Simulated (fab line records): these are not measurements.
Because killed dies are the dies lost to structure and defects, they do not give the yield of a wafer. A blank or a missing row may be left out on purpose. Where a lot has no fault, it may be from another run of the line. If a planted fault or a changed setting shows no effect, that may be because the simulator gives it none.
fab line records | flow nandHarc
[record] lots = 6 wafers = 18 lastDay = 33
route steps=1302 shown THIN_TSV@1282 END@1302
lots that met no fault: taken from a fault-free run of the same line
startH: start of the lot's first displayed wafer, in hours after the record's first day | waitH: hours from the lot's prior step to this one | " repeats the value in the row above | L1.1+2: a row that stands for several wafers | - no value, or no start given | * or withheld: withheld | < > ~ a bound
route shown NAME@n: a module of which the file shows steps, and the number in the route of the first | usual: the fault-free wafers' mean and standard deviation | same: alike in all rows | chamber/n: place in a boat | sites: the reading at each site | _std_site: standard deviation of those values | _edge_site: mean of outer sites minus mean of inner sites | radiusMm: how far each site lies from the wafer's centre | mask NAME#n: copy n | behind: the last tool/chamber to shape the wafer | hold: the reason the lot was held/the length of the hold in hours/how it ended | device: which transistor (n, p or np) failed to switch | end of line: the tests these same wafers got at the end of their route | step lacking rows: just its recipe | killed: count of dies lost to structure and defects at first sort (not the wafer's yield) | map: a wafer's dies, x killed, . not, _ none there
set.NAME: the setting the step ran with; set.NAME@STEP: the setting that earlier step ran with | model.NAME: the simulator's own value behind a step, which no gauge read
certain route steps with their lots: each step a table, each wafer a row
services: from which hour (startH, from the record's first day; less than 0 if before it) a tool's chamber was out of use, for how many hours, and why
[[steps]]
[step NHARC_THIN_TSV_PVD_24]
[recipe] targetThkA = 8000 powerW = withheld chamberPressurePa = withheld substrateTempC = withheld timeS = withheld gas = Ar material = Al
[step NHARC_THIN_TSV_DEHYDRATE_25]
[recipe] tempC = 150 timeS = 120
[step NHARC_THIN_TSV_HMDS_26]
[recipe] timeS = 30
[step NHARC_THIN_TSV_COAT_27]
[recipe] spinRpm = *
[step NHARC_THIN_TSV_SOFTBAKE_28]
[recipe] tempC = 122 timeS = 95
[step NHARC_THIN_TSV_EBR_29]
[step NHARC_THIN_TSV_EXPOSE_30]
[recipe] na = 0.55 doseMj = 11.47 maskId = PAD
[step NHARC_THIN_TSV_PEB_31]
[recipe] pebTempC = 118 pebTimeS = 85
[step NHARC_THIN_TSV_DEVELOP_32]
[recipe] timeS = 70
[step NHARC_THIN_TSV_CD_MEAS_33]
[recipe] targetCdNm = 5000 landingEnergyEv = 500
[usual] cdNm = 5001.2/2.2
// columns lot.wafer tool chamber startH waitH cdNm
L693.3 cdSem-03 0 589.67 - 4999.7
L693.4 " 0 " " 5000.8
L693.5 " 0 " " 4998.7
L702.4 cdSem-03 0 657.74 - 5002.1
L702.5 " 0 " " 5000.1
L702.6 " 0 " " 5003.7
L709.1 cdSem-01 0 753.04 - 5001.0
L709.4 " 0 " " 5000.6
L709.5 " 0 " " 5003.0
L708.2 cdSem-01 0 754.11 - 5002.5
L708.5 " 0 " " 5002.8
L708.6 " 0 " " 5004.6
L711.1 cdSem-01 0 762.35 - 4999.1
L711.4 " 0 " " 4999.3
L711.5 " 0 " " 5000.9
L712.1 cdSem-03 0 769.58 - 4998.4
L712.2 " 0 " " 4999.3
L712.5 " 0 " " 4999.9
[step NHARC_THIN_TSV_HARDBAKE_34]
[recipe] tempC = 125 timeS = 80
[step NHARC_THIN_TSV_DESCUM_35]
[recipe] timeS = 3 o2FlowSccm = 200 arFlowSccm = 0 biasPowerW = 0 chemistry = O2
[usual] drypumpMotorCurrentA = 5.5/0.48 o2FlowSccm = 200.0/0.52 oesProductAu = 1.004/0.011 rfVppV = 57.8/0.9 showerheadPlenumPTorr = 1.90/0.076 throttleValvePct = 11.311/0.0093
// columns lot.wafer tool chamber startH waitH drypumpMotorCurrentA o2FlowSccm oesProductAu rfHoursCounterH rfVppV showerheadPlenumPTorr throttleValvePct
L693.4 rieDiel-09 1 589.83 - 6.1 200.4 1.003 4.3 58.0 1.94 11.305
L693.3 " 2 " " 6.0 200.2 0.984 5.3 56.5 1.79 11.300
L693.5 " 0 " " 4.9 199.5 1.003 - 58.2 1.95 11.320
L702.4 rieDiel-01 3 657.89 - 4.8 200.2 1.011 4.2 59.5 2.01 11.314
L702.6 " 3 " " 4.8 200.0 1.007 - 58.0 2.01 11.293
L702.5 " 0 " " 4.9 200.9 1.017 - 56.3 1.88 11.303
L709.4 rieDiel-01 2 753.20 - 5.9 200.1 1.004 0.7 58.0 2.01 11.307
L709.1 " 1 " " 5.7 199.8 1.006 0.9 57.2 1.82 11.309
L709.5 " 2 " " 5.9 200.0 1.020 - 59.3 2.01 11.300
L708.2 rieDiel-09 2 754.26 - 6.0 200.4 1.008 2.9 58.9 1.79 11.306
L708.5 " 2 " " 6.0 200.2 1.005 - 56.3 1.79 11.317
L708.6 " 1 " " 6.0 200.3 0.997 - 57.3 1.94 11.317
L711.1 rieDiel-01 3 762.51 - 4.8 199.8 1.003 0.8 58.5 2.01 11.307
L711.4 " 1 " " 5.7 200.6 1.000 1.1 58.5 1.82 11.319
L711.5 " 3 " " 4.8 199.0 1.002 - 57.6 2.01 11.314
L712.2 rieDiel-03 2 769.73 - 5.0 200.0 1.002 7.8 57.3 1.84 11.310
L712.1 " 1 " " 5.4 199.5 1.007 7.8 58.5 1.90 11.287
L712.5 " 2 " " 5.0 200.4 1.008 - 57.5 1.84 11.305
[step NHARC_THIN_TSV_ETCH_59]
[recipe] targetDepthA = 8800 icpW = 900 biasW = 100 Cl2_flow_sccm = 60 bcl3FlowSccm = 30 timeS = 138.1 chemistry = Cl2/BCl3
[usual] drypumpMotorCurrentA = 5.7/0.5 mfcCl2Sccm = 60.01/0.18 oesProductAu = 0.993/0.015 throttleValvePct = 22.265/0.0094
// columns lot.wafer tool chamber startH waitH drypumpMotorCurrentA mfcCl2Sccm oesProductAu rfHoursCounterH throttleValvePct
L693.4 rieMetal-02 0 590.02 0.2 6.6 59.93 0.995 - 22.258
L693.3 " 1 " " 5.7 59.94 0.993 - 22.266
L693.5 " 1 " " 5.7 60.13 0.995 - 22.251
L702.4 rieMetal-03 1 658.09 0.2 5.1 59.77 1.007 - 22.268
L702.6 " 1 " " 5.2 60.03 1.000 - 22.276
L702.5 " 0 " " 5.1 60.05 1.021 - 22.278
L709.1 rieMetal-02 0 753.36 0.1 6.6 59.66 0.919 1.8 22.272
L709.4 " 1 " " 5.7 59.76 0.995 - 22.270
L709.5 " 1 " " 5.7 59.50 0.982 - 22.250
L708.2 rieMetal-02 1 754.46 0.2 5.7 60.02 0.988 2.1 22.252
L708.6 " 1 " " 5.7 60.08 0.993 - 22.278
L708.5 " 0 " " 6.6 60.00 0.926 - 22.275
L711.1 rieMetal-01 1 762.63 0.1 5.6 59.69 0.990 0.0 22.282
L711.4 " 1 " " 5.7 59.83 0.996 - 22.278
L711.5 " 1 " " 5.7 59.43 0.984 - 22.262
L712.1 rieMetal-01 0 769.86 0.1 5.7 60.10 0.972 0.2 22.261
L712.2 " 1 " " 5.7 59.83 0.988 0.2 22.254
L712.5 " 1 " " 5.6 59.85 0.996 - 22.254
[step NHARC_THIN_TSV_ETCH_36]
[recipe] targetDepthA = 650 overEtchFrac = 0.3 timeS = 18.571 ionEnergyEv = 150 chemistry = Cl2/BCl3
[usual] drypumpMotorCurrentA = 5.7/0.5 oesProductAu = 0.993/0.015
[same] overEtchFrac = 0.3
// columns lot.wafer tool chamber startH waitH drypumpMotorCurrentA oesProductAu rfHoursCounterH
L693.4 rieMetal-02 1 590.22 0.2 5.7 1.003 -
L693.3 " 0 " " 6.6 1.009 -
L693.5 " 1 " " 5.7 0.999 -
L702.4 rieMetal-03 1 658.30 0.2 5.2 1.009 -
L702.6 " 0 " " 5.1 1.012 -
L702.5 " 1 " " 5.1 1.010 -
L709.1 rieMetal-02 1 753.59 0.2 5.7 0.984 2.0
L709.4 " 0 " " 6.6 0.994 -
L709.5 " 1 " " 5.7 0.993 -
L708.2 rieMetal-02 1 754.73 0.2 5.7 0.989 2.2
L708.5 " 0 " " 6.6 0.992 -
L708.6 " 1 " " 5.7 0.994 -
L711.1 rieMetal-01 1 762.90 0.2 5.7 0.987 0.2
L711.4 " 0 " " 5.7 0.968 -
L711.5 " 1 " " 5.6 0.985 -
L712.2 rieMetal-01 0 770.12 0.2 5.7 0.973 0.4
L712.1 " 1 " " 5.6 0.976 0.4
L712.5 " 0 " " 5.7 0.979 -
[step NHARC_END_SORT_01]
[recipe] tempC = 25
[usual] defectLimitedYield = 91.5/2.5 killedAtArray = 52/17 killedAtOther = 1.2/1.4 killedAtPeriphery = 4.7/2.9 killedDies = 58/17 killedOpen = 3.2/1.9 killedShort = 2.4/1.4 sort_bin_2_pct = 3.0/1.1 sort_bin_3_pct = 0.6/0.37 sort_bin_4_pct = 4.8/1.4 sortNPass = 619/17 sortRimYieldPct = 90/4.9 sortYieldPct = 91.5/2.5
[same] grossDies = 677 sort_bin_5_pct[%] = 0 sort_bin_6_pct[%] = 0 sort_bin_7_pct[%] = 0 sort_bin_8_pct[%] = 0 sortRimNGross = 106.00
// columns lot.wafer tool chamber startH waitH defectLimitedYield[%] killedAtArray killedAtOther killedAtPeriphery killedDies killedOpen killedShort sort_bin_2_pct[%] sort_bin_3_pct[%] sort_bin_4_pct[%] sortNPass sortRimYieldPct[%] sortYieldPct[%]
L693.3 prober-02 0 600.30 3.1 88.9 74 0 1 75 3 4 4.0 1.0 6.1 602 87 88.9
L693.4 prober-02 0 601.09 3.4 91.4 49 1 8 58 4 3 3.5 0.6 4.4 619 84 91.4
L693.5 prober-02 0 601.88 3.7 88.6 73 2 2 77 2 5 3.8 0.3 7.2 600 91 88.6
L709.1 prober-01 0 762.05 2.5 0.6 44 627 2 673 5 2 2.4 93.4 3.7 4 1 0.6
L709.4 prober-01 0 764.46 3.4 92.0 48 1 5 54 3 2 2.7 1.0 4.3 623 92 92.0
L709.5 prober-01 0 765.27 3.7 90.1 58 4 5 67 3 1 3.2 0.4 6.2 610 92 90.1
L708.2 prober-02 0 765.75 2.8 93.2 33 2 11 46 6 4 1.5 0.4 4.9 631 95 93.2
L708.5 prober-02 0 768.11 3.6 1.5 42 620 5 667 4 2 3.2 91.4 3.8 10 0 1.5
L708.6 prober-02 0 768.90 3.9 94.2 30 1 8 39 2 2 2.1 0.4 3.2 638 95 94.2
L712.1 prober-01 0 778.57 2.5 91.9 45 0 10 55 1 3 2.8 0.4 4.9 622 94 91.9
L712.2 prober-01 0 779.37 2.8 92.8 42 1 6 49 3 2 2.5 0 4.7 628 83 92.8
L712.5 prober-01 0 781.77 3.7 88.8 64 3 9 76 4 3 3.0 1.0 7.2 601 96 88.8
// killed by level:class
L693.3 A_CHANNEL_HOLE_D2:chamberFilmFlake=26 A_SLIT:chamberFilmFlake=24 A_STAIRCASE:chamberFilmFlake=7 A_CHANNEL_HOLE_D1:chamberFilmFlake=5 A_CONTACT:chamberFilmFlake=3 A_WL_FILL:geometricParticle:short=2 A_CHANNEL_FILL_D1:chamberFilmFlake=2 A_SOURCE_PLATE:geometricParticle:short=1
L693.4 A_CHANNEL_HOLE_D2:chamberFilmFlake=19 A_SLIT:chamberFilmFlake=12 A_STAIRCASE:chamberFilmFlake=10 P_M2:chamberFilmFlake=4 P_ZERO_WELL:chamberFilmFlake=2 A_CHANNEL_HOLE_D1:chamberFilmFlake=2 P_GATE:geometricParticle:open=1 P_M1:geometricParticle:open=1
L693.5 A_SLIT:chamberFilmFlake=30 A_CHANNEL_HOLE_D2:chamberFilmFlake=24 A_STAIRCASE:chamberFilmFlake=8 A_CONTACT:chamberFilmFlake=3 A_ONON_D2:geometricParticle:short=2 THIN_TSV:chamberFilmFlake=2 P_GATE:geometricParticle:short=1 P_M1:geometricParticle:open=1
L709.1 THIN_TSV:areaEtch=626 A_SLIT:chamberFilmFlake=17 A_CHANNEL_HOLE_D2:chamberFilmFlake=6 A_STAIRCASE:chamberFilmFlake=6 A_CHANNEL_HOLE_D1:chamberFilmFlake=5 A_BLC:geometricParticle:open=2 A_CHANNEL_FILL_D1:chamberFilmFlake=2 A_CONTACT:chamberFilmFlake=2
L709.4 A_CHANNEL_HOLE_D1:chamberFilmFlake=13 A_CHANNEL_HOLE_D2:chamberFilmFlake=13 A_SLIT:chamberFilmFlake=12 P_STI:chamberFilmFlake=4 A_STAIRCASE:chamberFilmFlake=3 A_CONTACT:chamberFilmFlake=3 P_M1:geometricParticle:open=1 A_CHANNEL_FILL_D1:geometricParticle:open=1
L709.5 A_SLIT:chamberFilmFlake=28 A_CHANNEL_HOLE_D2:chamberFilmFlake=14 A_CHANNEL_HOLE_D1:chamberFilmFlake=8 A_STAIRCASE:chamberFilmFlake=4 THIN_TSV:chamberFilmFlake=3 P_BONDPAD:chamberFilmFlake=2 P_M0:geometricParticle:open=1 A_CHANNEL_FILL_D1:geometricParticle:open=1
L708.2 A_CHANNEL_HOLE_D1:chamberFilmFlake=12 P_BONDPAD:chamberFilmFlake=7 A_CONTACT:chamberFilmFlake=6 A_SLIT:chamberFilmFlake=4 A_DECK1_JOINT:chamberFilmFlake=3 P_CONTACT:geometricParticle:open=2 A_WL_FILL:geometricParticle:open=2 A_STAIRCASE:chamberFilmFlake=2
L708.5 THIN_TSV:areaEtch=618 A_CHANNEL_HOLE_D1:chamberFilmFlake=14 A_SLIT:chamberFilmFlake=7 A_CONTACT:chamberFilmFlake=7 P_BONDPAD:chamberFilmFlake=5 A_WL_FILL:chamberFilmFlake=4 A_STAIRCASE:chamberFilmFlake=2 THIN_TSV:chamberFilmFlake=2
L708.6 A_CHANNEL_HOLE_D1:chamberFilmFlake=10 A_CONTACT:chamberFilmFlake=9 P_BONDPAD:chamberFilmFlake=6 A_SLIT:chamberFilmFlake=4 A_WL_FILL:chamberFilmFlake=2 P_M0:geometricParticle:open=1 A_SGD_CUT:geometricParticle:short=1 A_WL_FILL:geometricParticle:short=1
L712.1 A_CHANNEL_HOLE_D2:chamberFilmFlake=28 A_CONTACT:chamberFilmFlake=6 P_M2:chamberFilmFlake=5 A_SLIT:chamberFilmFlake=5 P_ZERO_WELL:chamberFilmFlake=3 A_STAIRCASE:chamberFilmFlake=3 P_M0:geometricParticle:short=1 A_CHANNEL_HOLE_D1:geometricParticle:short=1
L712.2 A_CHANNEL_HOLE_D2:chamberFilmFlake=20 A_CONTACT:chamberFilmFlake=9 A_SLIT:chamberFilmFlake=7 P_ZERO_WELL:chamberFilmFlake=2 P_M2:chamberFilmFlake=2 A_STAIRCASE:chamberFilmFlake=2 P_GATE:geometricParticle:open=1 A_CHANNEL_FILL_D1:geometricParticle:open=1
L712.5 A_CHANNEL_HOLE_D2:chamberFilmFlake=34 A_CONTACT:chamberFilmFlake=13 A_SLIT:chamberFilmFlake=10 P_M2:chamberFilmFlake=5 P_ZERO_WELL:chamberFilmFlake=3 THIN_TSV:chamberFilmFlake=3 A_M0:geometricParticle:open=2 P_GATE:geometricParticle:open=1
// map L708.5 (x killed, . not)
____________x____________
_________xxxxxxx_________
_______xxxxxxxxxxx_______
______xxx.xxxxxxxxx______
_____xxxxxxxxxxxxxxx_____
____xxxxxxxxxxxxxxxxx____
____xxxxxxxxxxxx.xxxx____
___xxxxxxx.xxxxxxxxxxx___
___xxxxxxxx.xxxxxxxxxx___
__xxxxxxxxxxxxxxxxxxxxx__
__xxxxxxxxxxxxxxxxxxxxx__
_xxxxxxxxxxxxxxxxxxxxxxx_
_xxxxxxxxxxx.xxxx.xxxxxx_
_xxxxxxxxxxx.xxxxxxxxxxx_
_xxxxxxxxxxxxxxxxxxxxxxx_
_xxxxxxxxxxxxxxxxxxxxxxx_
xxxxxxxxxxxxxxxxxxxxxxxxx
xxxxxxxxxxxxxxxxxxxxxxxxx
xxxxxxxxxxxxxx.xxxxxxxxxx
xxxxxxx..xxxxxxxxxxxxxxxx
xxxxxxxxxxxxxxxxxxxxxxxxx
_xxxxxxxxxxxxxxxxxxxxxxx_
_xxxxxxxxxxxxxxxxxxxxxxx_
_xxxxxxxxxxxxxxxxxxxxxxx_
_xxxxxxxxxxxxxxxxxxxxxxx_
_xxxxxxxxxxxxxxxxxxxxxxx_
__xxxxxxxxxxxxxxxxxxxxx__
__xxxxxxxxxxxxxxxxxxxxx__
___xxxxxxxxxxxxxxxxxxx___
___xxxxxxxxxxxxxxxxxxx___
____xxxxxxxxxxxxxxxxx____
____xxxxxxxxxxxxxxxxx____
_____xxxxxxxxxxxxxxx_____
______xxxxxxxxxxxxx______
_______xxxxxxxxxxx_______
_________xxxxxxx_________
____________x____________
// map L709.1 (x killed, . not)
____________x____________
_________xxxxxxx_________
_______xxxxxxxxxxx_______
______xxxxxxxxxx.xx______
_____xxxxxxxxxxxxxxx_____
____xxxxxxxxxxxxxxxxx____
____xxxxxxxxxxxxxxxxx____
___xxxx.xxxxxxxxxxxxxx___
___xxxxxxxxxxxxxxxxxxx___
__xxxxxxxxxxxxxxxxxxxxx__
__xxxxxxxxxxxxxxxxxxxxx__
_xxxxxxxxxxxxxxxxxxxxxxx_
_xxxxxxxxxxxxxxxxxxxxxxx_
_xxxxxxxxxxxxxxxxxxxxxxx_
_xxxxxxxxxxxxxxxxxxxxxxx_
_xxxxxxxxxxxxxxxxxxxxxxx_
xxxxxxxxxxxxxxxxxxxxxxxx.
x.xxxxxxxxxxxxxxxxxxxxxxx
xxxxxxxxxxxxxxxxxxxxxxxxx
xxxxxxxxxxxxxxxxxxxxxxxxx
xxxxxxxxxxxxxxxxxxxxxxxxx
_xxxxxxxxxxxxxxxxxxxxxxx_
_xxxxxxxxxxxxxxxxxxxxxxx_
_xxxxxxxxxxxxxxxxxxxxxxx_
_xxxxxxxxxxxxxxxxxxxxxxx_
_xxxxxxxxxxxxxxxxxxxxxxx_
__xxxxxxxxxxxxxxxxxxxxx__
__xxxxxxxxxxxxxxxxxxxxx__
___xxxxxxxxxxxxxxxxxxx___
___xxxxxxxxxxxxxxxxxxx___
____xxxxxxxxxxxxxxxxx____
____xxxxxxxxxxxxxxxxx____
_____xxxxxxxxxxxxxxx_____
______xxxxxxxxxxxxx______
_______xxxxxxxxxxx_______
_________xxxxxxx_________
____________x____________
[[services]]
// columns tool chamber startH hours kind
rieMetal-01 - 575.00 9.0 pm
rieMetal-01 0 575.00 9.0 ventCycle
rieMetal-01 1 575.00 9.0 ventCycle
rieMetal-01 0 584.00 - clean
rieMetal-01 1 584.00 - clean
rieMetal-02 - 631.00 9.0 pm
rieMetal-02 0 631.00 9.0 ventCycle
rieMetal-02 1 631.00 9.0 ventCycle
rieDiel-03 - 635.71 9.0 pm
rieMetal-02 0 640.00 - clean
rieMetal-02 1 640.00 - clean
rieDiel-03 - 670.81 2.5 repair
rieDiel-01 2 673.23 7.2 repair
rieDiel-09 - 674.10 9.0 pm
rieDiel-03 1 689.01 3.2 repair
rieMetal-03 - 696.00 9.0 pm
rieDiel-01 3 698.22 6.4 repair
rieMetal-01 1 715.91 5.6 repair
rieDiel-01 - 734.80 9.0 pm
rieDiel-09 0 735.63 28.1 repair
rieMetal-01 - 752.00 9.0 pm
rieMetal-01 0 752.00 9.0 ventCycle
rieMetal-01 1 752.00 9.0 ventCycle
rieMetal-01 0 761.00 - clean
[[key]]
[firstSign] step = NHARC_THIN_TSV_ETCH_59 reading = oesProductAu direction = down sigmas = 4.8 usual = 0.993 struck = 0.923
[effect] step = NHARC_END_SORT_01 reading = killedAtOther direction = up sigmas = 99+ usual = 1.2 struck = 623.5
[moreKillsBornAt] NHARC_THIN_TSV_ETCH_59@rieMetal-02 = 1244
metAt NHARC_THIN_TSV_ETCH_59
struckWafers L708.5,L709.1
laterRowsLeftOut L708.5,L709.1
onsetBetween 590.02 753.36
[fault] kind = processParameterDrift tool = rieMetal-02 chamber = 0 onsetH = 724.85 steps = NHARC_THIN_TSV_ETCH_59 channel = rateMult offset = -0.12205 shape = step endH = 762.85
// laterRowsLeftOut: the simulator's readings of these wafers behind a module that went badly wrong aren't trusted and aren't shown, but for the sort
